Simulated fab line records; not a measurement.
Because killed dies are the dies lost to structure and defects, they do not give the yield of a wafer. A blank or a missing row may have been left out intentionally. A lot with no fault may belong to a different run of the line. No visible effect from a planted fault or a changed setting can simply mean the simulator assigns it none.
Commonality check across tools	flow n5Finfet	31 wafers sampled across 11 lots

WHY THIS WAS OPENED
At N5_BEOL_M4_RC_MEAS_101 the reading VT_N_LONG is flagged on 2 of 11 lots. Wafers without a fault read 275.2 mV, standard deviation 2.1.
Rule: a lot is flagged in two cases, either no wafer of it has a number, or all its wafers with numbers fall more than 4 standard deviations from that mean. All remaining lots are regarded as sound.

lot	measured	on	VT_N_LONG (mV), wafer by wafer	flag
L850	day 7 15:59	prober-02	278.0 276.6 274.8	
L852	day 8 12:02	prober-01	273.2 269.2 270.9	
L853	day 8 17:03	prober-02	277.6 274.6 275.1	
L854	day 8 20:27	prober-01	272.9 273.1 272.3	
L855	day 9 00:52	prober-01	273.4 273.5 272.7	
L856	day 9 13:11	prober-01	278.2 277.1	
L858	day 9 14:40	prober-02	274.6 273.6 272.9	
L863	day 11 05:43	prober-01	366.0 366.2 366.8	FLAGGED
L864	day 11 16:39	prober-02	369.9 366.7 364.0	FLAGGED
L870	day 12 17:08	prober-01	277.6 276.9	
L872	day 13 10:01	prober-01	273.7 275.8 274.5	
The numbers of the flagged lots are 366.6 mV on average: +91.4 mV against the usual, or +44 standard deviations.

WHICH TOOL EACH LOT WENT THROUGH
Before the reading, the record contains 2 process steps out of a 1938-step route. Every cell lists first the tool, next ch and the chambers used by the sampled wafers, and last the start.
lot	flag	N5_HKMG_FIN_WET_ETCH_18	N5_BEOL_M4_PRE_CLEAN_60
L850		wetBench-03 ch 2,4,5, day 4 08:45	cvdCo-01 ch 0,1,2, day 7 15:22
L852		wetBench-02 ch 3,5,6, day 4 22:48	cvdCo-02 ch 0,1, day 8 11:37
L853		wetBench-02 ch 0,1,5, day 5 06:14	cvdCo-01 ch 0,1,2, day 8 16:44
L854		wetBench-02 ch 0,1,3, day 5 09:44	cvdCo-01 ch 0,1, day 8 19:52
L855		wetBench-03 ch 2,3,7, day 5 15:52	cvdCo-01 ch 2, day 9 00:32
L856		wetBench-02 ch 3,6, day 5 23:43	cvdCo-02 ch 0,2, day 9 12:26
L858		wetBench-06 ch 1,2,4, day 6 08:38	cvdCo-01 ch 0,1,2, day 9 13:55
L863	FLAGGED	wetBench-03 ch 0,3,4, day 7 16:22	cvdCo-01 ch 0,1,2, day 11 05:26
L864	FLAGGED	wetBench-03 ch 0,4,5, day 8 01:13	cvdCo-02 ch 0,1,2, day 11 16:23
L870		wetBench-06 ch 1,5, day 9 08:33	cvdCo-01 ch 1, day 12 16:42
L872		wetBench-06 ch 0,2,3, day 9 21:28	cvdCo-02 ch 0,1,2, day 13 09:35
These steps, and what they do:
- N5_HKMG_FIN_WET_ETCH_18: etches TiN in SC1, time 55 s, target depth 5.2 nm, rinse time 30 s.
- N5_BEOL_M4_PRE_CLEAN_60: time 15 s.
- N5_BEOL_M4_RC_MEAS_101

FLAGGED OVER TOTAL, TOOL BY TOOL (the gauges that took the reading come last)
step	tool	lots run	flagged	share of the flagged lots	sound lots run after its first flagged lot
N5_HKMG_FIN_WET_ETCH_18	wetBench-02	4	0	none	-
N5_HKMG_FIN_WET_ETCH_18	wetBench-03	4	2	all	0
N5_HKMG_FIN_WET_ETCH_18	wetBench-06	3	0	none	-
N5_BEOL_M4_PRE_CLEAN_60	cvdCo-01	7	1	some	1 (L870)
N5_BEOL_M4_PRE_CLEAN_60	cvdCo-02	4	1	some	1 (L872)
N5_BEOL_M4_RC_MEAS_101	prober-01	7	1	some	2 (L870,L872)
N5_BEOL_M4_RC_MEAS_101	prober-02	4	1	some	0

WHAT IS ALLOWED BY THE TABLE
1 row of the table ran every flagged lot: wetBench-03 at N5_HKMG_FIN_WET_ETCH_18.
- wetBench-03 at N5_HKMG_FIN_WET_ETCH_18: 2 of its 4 lots flagged. Its last sound lot is L855 (day 5 15:52), its first flagged lot L863 (day 7 16:22): a fault that began between those two fits.
Just one tool remains: wetBench-03 at N5_HKMG_FIN_WET_ETCH_18.

WHAT HAD BEEN PUT IN BY THE SIMULATOR
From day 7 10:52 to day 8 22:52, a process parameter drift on wetBench-03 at N5_HKMG_FIN_WET_ETCH_18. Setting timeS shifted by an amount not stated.
Lots struck among those shown: L863, L864. The rule given above showed the same thing.
